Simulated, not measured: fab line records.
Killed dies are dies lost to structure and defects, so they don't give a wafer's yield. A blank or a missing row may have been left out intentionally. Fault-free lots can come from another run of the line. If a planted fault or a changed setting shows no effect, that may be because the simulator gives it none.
Matching of chambers    flow nandHarc    aldMetal-02 running NHARC_A_WL_FILL_ALD_19: 4 sister chambers
The step deposits TiN, target thk 2 nm, pulse time 3 s, ald cycles 100. 14 wafers are shown with their chamber, then 7 later ones without.

## EACH WAFER AND ITS CHAMBER
wafer   chamber  heaterPowerW (W)  precursorPulseHeightRel
L316.2  1        1153              1.028
L316.3  2        1054              1.033
L316.5  0        1121              0.997
L321.2  2        1080              0.999
L321.5  3        1058              1.010
L321.6  1        1167              1.013
L320.3  3        1064              0.970
L320.4  2        1044              1.022
L320.5  1        1176              0.992
L331.2  0        1089              1.032
L331.3  1        1123              0.957
L331.4  2        1081              1.013
L335.1  1        1118              0.986
L335.5  0        1106              1.019

SIGNATURES, as means of the wafers listed above
reading                  chamber 0  chamber 1  chamber 2  chamber 3  scatter within a chamber
heaterPowerW             1105.33    1147.40    1064.75    1061.00    20.7
precursorPulseHeightRel  1.01600    0.99520    1.01675    0.99000    0.0223
Rule: distance of a wafer from a chamber = root of the sum over the readings of ((wafer's reading minus chamber's mean) / reading's scatter) squared. The wafer belongs to the nearest chamber; if the next one is less than 2 further off, it can't be placed. The scatter is the square root of a quotient: the sum, over the shown wafers, of each reading's squared deviation from its chamber's mean, divided by wafers minus chambers.

## WAFERS MISSING THEIR CHAMBER
wafer   heaterPowerW (W)  precursorPulseHeightRel
L335.6  1119              1.008
L336.1  1138              0.993
L336.3  1074              1.040
L336.6  1149              1.018
L337.1  1109              1.021
L337.4  1161              1.008
L337.5  1123              0.985

## CHAMBER TAKEN BY EACH
wafer   from the rows above                in truth
L335.6  can't be placed: 0 or 1 or 2       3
L336.1  can't be placed: 1 or 0            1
L336.3  can't be placed: 2 or 0 or 3       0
L336.6  can't be placed: 1 or 0            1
L337.1  can't be placed: 0 or 2 or 1       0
L337.4  can't be placed: 1 or 0            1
L337.5  can't be placed: 1 or 0 or 3 or 2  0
Correct placement for 0 of the 7. From these rows, 7 cannot be placed; in 6 the true chamber is one of the candidates. Number placed wrongly: 0.
